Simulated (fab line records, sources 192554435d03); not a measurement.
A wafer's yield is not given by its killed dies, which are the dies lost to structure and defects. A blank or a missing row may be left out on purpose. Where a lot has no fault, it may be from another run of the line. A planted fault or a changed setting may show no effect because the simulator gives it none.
Chamber matching ; flow n5-finfet ; 3 sister chambers for N5_BEOL_M5_CO_CAP_78 on cvd-co-01
The step material Co, precursor CCTBA/H2, target thk 2 nm, time 102.1 s. 3 wafers are shown with their chamber, then 7 later ones without.

EACH WAFER AND ITS CHAMBER
wafer;chamber;heater-power-w (W)
L560.3;1;269
L561.1;2;227
L561.5;0;218

WAFERS WITH NO CHAMBER GIVEN
wafer;heater-power-w (W)
L561.6;225
L569.2;217
L569.4;215
L569.5;229
L571.2;210
L571.3;226
L571.6;217

THE CHAMBER EACH PASSED THROUGH
wafer;from the rows above;in truth
L561.6;can't be placed: 2 or 0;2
L569.2;0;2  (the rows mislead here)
L569.4;0;0
L569.5;2;2
L571.2;0;0
L571.3;2;2
L571.6;0;0
Placed correctly: 5 of 7. Not placeable from these rows: 1 (in 1, the candidates include the true chamber). 1 placed wrongly.
How it was worked out, from the rows above alone: a wafer's distance from a chamber is the root of the sum, over the readings, of the square of ((its reading less the chamber's mean) divided by the reading's scatter). The wafer belongs to the nearest chamber; if the next one is less than 2 further off, it can't be placed. Each chamber's mean is taken over the wafers shown for it. The scatter: with one shown wafer a chamber, the root of the mean of the squares of how far each hidden wafer lies from its nearest shown one.
